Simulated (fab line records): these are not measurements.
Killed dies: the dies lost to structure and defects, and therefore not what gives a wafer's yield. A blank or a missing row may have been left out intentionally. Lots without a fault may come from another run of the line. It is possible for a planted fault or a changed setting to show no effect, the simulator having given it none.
fab line records	flow n5Finfet
[record] lots = 7	wafers = 39
route steps=1938 shown FIN_SAQP@100 FIN_CUT@169
startH: hours from the record's first day to the start of the lot's first wafer shown	waitH: hours elapsed since this lot's preceding step	" repeats the value in the row above	L1.1+2: several wafers, shown together as one row	- no value, or no start given	* or withheld: withheld	< > ~ a bound
route shown NAME@n: NAME is a module with steps in the file, n the number in the route of the first one	usual: average and standard deviation across the fault-free wafers	same: alike in all rows	chamber/n: place in a boat	sites: per-site readings	_std_site: the standard deviation of these	_edge_site: mean of outer sites minus mean of inner sites	radiusMm: how far each site lies from the wafer's centre	mask NAME#n: copy n	behind: tool/chamber where the wafer was last shaped	hold: why the lot was held/for how many hours/how that ended	device: names the non-switching transistor (n, p or np)	end of line: the same wafers' tests at the end of the route	where a step has no rows: the recipe by itself	killed: the dies lost at the first sort to structure and to defects; this is not the yield of the wafer	map: per-die view of a wafer (x killed, . not killed, _ where there is no die)
set.NAME: setting as actually run; set.NAME@STEP: the setting as run at that earlier step	model.NAME: the simulator's own value behind a step, which no gauge read
lots whose settings were changed on purpose; a table a step, a row a wafer
[[steps]]
[step N5_FIN_SAQP_PECVD_06]
[recipe] material = a-Si	targetThkA = 600	tempC = 400	precursor = SiH4/He	pressureTorr = 3	rfW = 100	timeS = 48.1
lot.wafer	tool	chamber	startH	waitH	set.timeS	model.a-Si_of_FIN_SAQP_PECVD_06.thkNm
L075.1	pecvd-03	2	27.47	0.0	48.1	59.73
L075.2	"	0	"	"	68.79	85.49
L075.3	"	0	"	"	48.1	61.32
L075.4	"	2	"	"	48.1	61.16
L075.5	"	0	"	"	68.79	87.38
L075.6	"	2	"	"	68.79	86.7
L076.1	pecvd-02	1	33.66	0.0	48.1	59.94
L076.2	"	0	"	"	48.1	60.4
L076.3	"	1	"	"	34.65	43.7
L076.4	"	0	"	"	34.65	44.07
L076.5	"	0	"	"	48.1	61.61
L076.6	"	1	"	"	34.65	43.25
L085.1	pecvd-04	2	87.84	0.0	48.1	59.36
L085.2	"	1	"	"	48.1	59.94
L085.3	"	0	"	"	48.1	60.2
L085.4	"	1	"	"	48.1	61.21
L085.5	"	2	"	"	48.1	60.34
L085.6	"	0	"	"	48.1	59.79
L087.1	pecvd-04	2	100.02	0.0	48.1	59.98
L087.2	"	0	"	"	48.1	59.22
L087.3	"	0	"	"	48.1	60.42
L087.4	"	2	"	"	48.1	59.9
L087.5	"	0	"	"	48.1	60.09
L087.6	"	2	"	"	48.1	60.22
L090.2	pecvd-04	0	117.89	0.0	48.1	59.73
L090.4	"	2	"	"	48.1	60.88
L090.6	"	2	"	"	48.1	60.67
L093.1	pecvd-02	2	136.54	0.0	48.1	59.58
L093.2	"	1	"	"	48.1	59.9
L093.3	"	0	"	"	56.04	69.99
L093.4	"	2	"	"	48.1	60.66
L093.5	"	0	"	"	56.04	71.3
L093.6	"	1	"	"	56.04	71.54
L094.1	pecvd-02	0	143.08	0.0	48.1	60.07
L094.2	"	1	"	"	33.68	41.88
L094.3	"	2	"	"	48.1	60.36
L094.4	"	0	"	"	33.68	41.93
L094.5	"	2	"	"	48.1	60.75
L094.6	"	1	"	"	33.68	42.6
[step N5_FIN_SAQP_THK_MEAS_07]
[usual] thkNm = 60.0/0.75
lot.wafer	tool	chamber	startH	waitH	set.timeS@FIN_SAQP_PECVD_06	thkNm
L075.1	filmMetro-02	-	27.59	0.1	48.1	59.7
L075.2	"	-	"	"	68.79	85.5
L075.3	"	-	"	"	48.1	61.3
L075.4	"	-	"	"	48.1	61.2
L075.5	"	-	"	"	68.79	87.3
L075.6	"	-	"	"	68.79	86.8
L076.1	filmMetro-02	-	33.77	0.1	48.1	59.9
L076.2	"	-	"	"	48.1	60.4
L076.3	"	-	"	"	34.65	43.7
L076.4	"	-	"	"	34.65	44.1
L076.5	"	-	"	"	48.1	61.6
L076.6	"	-	"	"	34.65	43.3
L085.1	filmMetro-01	-	87.95	0.1	48.1	59.3
L085.2	"	-	"	"	48.1	59.9
L085.3	"	-	"	"	48.1	60.2
L085.4	"	-	"	"	48.1	61.2
L085.5	"	-	"	"	48.1	60.3
L085.6	"	-	"	"	48.1	59.8
L087.1	filmMetro-02	-	100.14	0.1	48.1	59.9
L087.2	"	-	"	"	48.1	59.2
L087.3	"	-	"	"	48.1	60.4
L087.4	"	-	"	"	48.1	59.9
L087.5	"	-	"	"	48.1	60.1
L087.6	"	-	"	"	48.1	60.2
L090.2	filmMetro-02	-	118.00	0.1	48.1	59.8
L090.4	"	-	"	"	48.1	60.9
L090.6	"	-	"	"	48.1	60.6
L093.1	filmMetro-01	-	136.63	0.1	48.1	59.6
L093.2	"	-	"	"	48.1	59.9
L093.3	"	-	"	"	56.04	70.0
L093.4	"	-	"	"	48.1	60.6
L093.5	"	-	"	"	56.04	71.2
L093.6	"	-	"	"	56.04	71.5
L094.1	filmMetro-02	-	143.17	0.1	48.1	60.0
L094.2	"	-	"	"	33.68	41.9
L094.3	"	-	"	"	48.1	60.3
L094.4	"	-	"	"	33.68	41.9
L094.5	"	-	"	"	48.1	60.8
L094.6	"	-	"	"	33.68	42.6
[step N5_FIN_SAQP_HM_DEP_72]
[recipe] material = SiO2	targetThkA = 120	tempC = 400	precursor = SiH4/N2O	pressureTorr = 0.75	rfW = 275	timeS = 7.2
[step N5_FIN_SAQP_COAT_49]
[recipe] resist = SOC	tempC = 250	timeS = 60	spinRpm = 1500	resistThkNm = 100
[step N5_FIN_SAQP_HM_OPEN_73]
[recipe] chemistry = CHF3/O2	target = SiO2	stopOn = a-Si	targetDepthA = 120	overEtchFrac = 1.8	maskMaterial = SOC	timeS = 16.8	pressureMtorr = 30	sourceW = 650	biasW = 170	Ar_flow_sccm = 200	CHF3_flow_sccm = 50	O2_flow_sccm = 5	ionEnergyEv = 200	ends = endPoint
[step N5_FIN_SAQP_STRIP_74]
[recipe] chemistry = CHF3/O2	resist = SiARC	rfFrequencyHz = 6e+07
[step N5_FIN_SAQP_MANDREL_ETCH_22]
[recipe] targetDepthA = 600	chemistry = HBr/Cl2	target = a-Si	stopOn = SiNx	btTimeS = 10	overEtchFrac = 0.5	timeS = 30	pressureMtorr = 10	icpW = 800	biasW = 75	HBr_flow_sccm = 150	Cl2_flow_sccm = 80	ends = endPoint
[usual] oesProductAu = 0.765/0.017
lot.wafer	tool	chamber	startH	waitH	set.timeS@FIN_SAQP_PECVD_06	oesProductAu	model.etch.depthNm
L075.1	rieSi-03	2	28.48	0.0	48.1	0.760	59.73
L075.2	"	3	"	"	68.79	0.964	85.49
L075.3	"	0	"	"	48.1	0.771	61.31
L075.4	"	1	"	"	48.1	0.798	61.14
L075.5	"	2	"	"	68.79	0.976	87.37
L075.6	"	3	"	"	68.79	0.974	86.7
L076.1	rieSi-06	0	35.79	0.0	48.1	0.760	59.94
L076.2	"	1	"	"	48.1	0.792	60.38
L076.3	"	3	"	"	34.65	0.629	43.65
L076.4	"	2	"	"	34.65	0.632	44.02
L076.5	"	2	"	"	48.1	0.766	61.61
L076.6	"	1	"	"	34.65	0.659	43.23
L085.1	rieSi-01	0	88.87	0.0	48.1	0.780	59.31
L085.2	"	2	"	"	48.1	0.769	59.94
L085.3	"	3	"	"	48.1	0.770	60.19
L085.4	"	1	"	"	48.1	0.748	61.15
L085.5	"	1	"	"	48.1	0.744	60.29
L085.6	"	0	"	"	48.1	0.770	59.74
L087.1	rieSi-01	1	100.88	0.0	48.1	0.750	59.98
L087.2	"	2	"	"	48.1	0.769	59.21
L087.3	"	0	"	"	48.1	0.773	60.37
L087.4	"	3	"	"	48.1	0.769	59.9
L087.5	"	2	"	"	48.1	0.764	60.09
L087.6	"	1	"	"	48.1	0.755	60.22
L090.2	rieSi-03	2	119.01	0.0	48.1	0.765	59.72
L090.4	"	3	"	"	48.1	0.774	60.88
L090.6	"	1	"	"	48.1	0.794	60.66
L093.1	rieSi-06	0	137.50	0.0	48.1	0.750	59.58
L093.2	"	2	"	"	48.1	0.757	59.9
L093.3	"	3	"	"	56.04	0.815	69.96
L093.4	"	1	"	"	48.1	0.790	60.65
L093.5	"	0	"	"	56.04	0.844	71.3
L093.6	"	1	"	"	56.04	0.877	71.53
L094.1	rieSi-06	0	144.03	0.0	48.1	0.763	60.07
L094.2	"	3	"	"	33.68	0.610	41.82
L094.3	"	1	"	"	48.1	0.794	60.3
L094.4	"	2	"	"	33.68	0.614	41.92
L094.5	"	0	"	"	48.1	0.751	60.7
L094.6	"	1	"	"	33.68	0.644	42.58
[step N5_FIN_CUT_ETCH_21]
[recipe] chemistry = N2/H2	target = SOC	targetDepthA = 2190	overetchA = 438	maskMaterial = SiARC	tempC = 40	ionEnergyEv = 100	biasW = 61	timeS = 523.5	pressureMtorr = 30	sourceW = 850	n2FlowSccm = 200	h2FlowSccm = 200
lot.wafer	tool	chamber	startH	waitH	set.timeS	model.etch.depthNm	model.SiARC_of_FIN_CUT_COAT_19.thkNm	model.FIN_CUT.cdOffsetNm
L075.1	rieDiel-04	2	33.40	0.0	523.5	230.4	11.8	0.6
L075.2	"	1	"	"	268.6	134.3	15.8	-2.8
L075.3	"	3	"	"	523.5	230.3	12	0.2
L075.4	"	0	"	"	268.6	137.8	15.6	-2.2
L075.5	"	3	"	"	268.6	133.2	15.8	-2.6
L075.6	"	2	"	"	523.5	230.6	11.8	0.2
L076.1	rieDiel-03	1	40.77	0.0	523.5	230.4	12	-0.8
L076.2	"	0	"	"	349.5	180.6	14.4	-2.2
L076.3	"	2	"	"	349.5	180.1	14.6	-2.2
L076.4	"	3	"	"	523.5	229.9	11.8	-0.4
L076.5	"	0	"	"	523.5	229.8	11.6	-0.4
L076.6	"	3	"	"	349.5	175.9	14.6	-2.4
L085.1	rieDiel-03	2	95.04	0.0	662.1	229.5	9.8	1.6
L085.2	"	0	"	"	662.1	230.4	9.8	1.4
L085.3	"	1	"	"	523.5	229.5	11.8	0.6
L085.4	"	3	"	"	662.1	230.3	9.8	1.6
L085.5	"	3	"	"	523.5	230.1	12	-0.2
L085.6	"	0	"	"	523.5	230	12	0.2
L087.1	rieDiel-04	0	105.30	0.0	523.5	230	12	0.4
L087.2	"	3	"	"	618.6	230.7	10.6	1.4
L087.3	"	1	"	"	523.5	230	12.2	0.2
L087.4	"	2	"	"	618.6	229.6	10.6	1.2
L087.5	"	1	"	"	523.5	230.8	12.2	0
L087.6	"	0	"	"	618.6	230	10.4	1.6
L090.2	rieDiel-03	0	123.80	0.0	523.5	230.1	12	0
L090.4	"	3	"	"	523.5	230.6	12	0
L090.6	"	1	"	"	523.5	230.7	11.8	0.2
L093.1	rieDiel-03	1	142.77	0.0	325.3	168.6	14.8	-2.2
L093.2	"	0	"	"	523.5	230.8	11.8	0
L093.3	"	3	"	"	325.3	165.4	15	-2.2
L093.4	"	1	"	"	523.5	230.6	11.8	0
L093.5	"	0	"	"	325.3	162.7	15	-2.2
L093.6	"	3	"	"	523.5	230.8	12	0
L094.1	rieDiel-03	0	148.61	0.0	523.5	230.8	12	0
L094.2	"	1	"	"	523.5	230.7	11.6	0.4
L094.3	"	3	"	"	523.5	230.7	11.8	0.4
L094.4	"	0	"	"	664.3	231.5	9.6	1.8
L094.5	"	1	"	"	664.3	231	9.4	2
L094.6	"	3	"	"	664.3	230.5	9.8	2.2
[step N5_FIN_CUT_STRIP_23]
[recipe] chemistry = N2/H2	tempC = 40	n2FlowSccm = 200	h2FlowSccm = 200	rfFrequencyHz = 6e+07
[step N5_FIN_CUT_STRIP_31]
[recipe] chemistry = N2/H2	tempC = 40	n2FlowSccm = 200	h2FlowSccm = 200	rfFrequencyHz = 6e+07
[step N5_FIN_CUT_STRIP_24]
[recipe] chemistry = CF4	resist = SiARC	powerW = 300	biasPowerW = 75	pressureMtorr = 50	cf4FlowSccm = 150	rfFrequencyHz = 6e+07
[step N5_FIN_CUT_CUT_ETCH_26]
[recipe] chemistry = CH3F/O2	target = SiNx	targetDepthA = 390	maskMaterial = SOC	timeS = 55.7	pressureMtorr = 30	sourceW = 395	biasW = 73	Ar_flow_sccm = 150	CH3F_flow_sccm = 30	O2_flow_sccm = 20	ionEnergyEv = 120
lot.wafer	tool	chamber	startH	waitH	set.timeS@FIN_CUT_ETCH_21	model.FIN_CUT.cdOffsetNm
L075.1	rieDiel-04	2	33.75	0.0	523.5	0.4
L075.2	"	1	"	"	268.6	-2.8
L075.3+6	"	3,2	"	"	523.5	0.2
L075.4	"	0	"	"	268.6	-2
L075.5	"	3	"	"	268.6	-2.6
L076.1	rieDiel-03	1	41.11	0.0	523.5	-0.8
L076.2	"	0	"	"	349.5	-2.2
L076.3	"	2	"	"	349.5	-2.4
L076.4+5	"	3,0	"	"	523.5	-0.4
L076.6	"	3	"	"	349.5	-2.6
L085.1+4	rieDiel-03	2,3	95.39	0.0	662.1	1.6
L085.2	"	0	"	"	662.1	1.4
L085.3	"	1	"	"	523.5	0.6
L085.5	"	3	"	"	523.5	0
L085.6	"	0	"	"	523.5	0.2
L087.1	rieDiel-04	0	105.64	0.0	523.5	0.2
L087.2+4	"	3,2	"	"	618.6	1.2
L087.3+5	"	1	"	"	523.5	0
L087.6	"	0	"	"	618.6	1.6
L090.2+4	rieDiel-03	0,3	124.14	0.0	523.5	0
L090.6	"	1	"	"	523.5	0.2
L093.1	rieDiel-03	1	143.11	0.0	325.3	-2
L093.2+4+6	"	0,1,3	"	"	523.5	0
L093.3+5	"	3,0	"	"	325.3	-2.2
L094.1	rieDiel-03	0	148.95	0.0	523.5	0
L094.2+3	"	1,3	"	"	523.5	0.4
L094.4	"	0	"	"	664.3	1.8
L094.5	"	1	"	"	664.3	2
L094.6	"	3	"	"	664.3	2.2
[[key]]
[split] step = N5_FIN_SAQP_PECVD_06	setting = timeS	stated = 48.1	by = wafer
[response] step = N5_FIN_SAQP_PECVD_06	reading = model.a-Si_of_FIN_SAQP_PECVD_06.thkNm	change = +0.608	per = 1%	r = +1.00
[response] step = N5_FIN_SAQP_THK_MEAS_07	reading = thkNm	change = *	per = 1%	r = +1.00
[response] step = N5_FIN_SAQP_MANDREL_ETCH_22	reading = oesProductAu	change = +0.00469	per = 1%	r = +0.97
[response] step = N5_FIN_SAQP_MANDREL_ETCH_22	reading = model.etch.depthNm	change = +0.608	per = 1%	r = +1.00
[split] step = N5_FIN_CUT_ETCH_21	setting = timeS	stated = 523.5	by = wafer
[response] step = N5_FIN_CUT_ETCH_21	reading = model.etch.depthNm	change = +1.32	per = 1%	r = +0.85
[response] step = N5_FIN_CUT_ETCH_21	reading = model.SiARC_of_FIN_CUT_COAT_19.thkNm	change = -0.081	per = 1%	r = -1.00
[response] step = N5_FIN_CUT_ETCH_21	reading = model.FIN_CUT.cdOffsetNm	change = +0.0577	per = 1%	r = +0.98
[response] step = N5_FIN_CUT_CUT_ETCH_26	reading = model.FIN_CUT.cdOffsetNm	change = +0.0569	per = 1%	r = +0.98
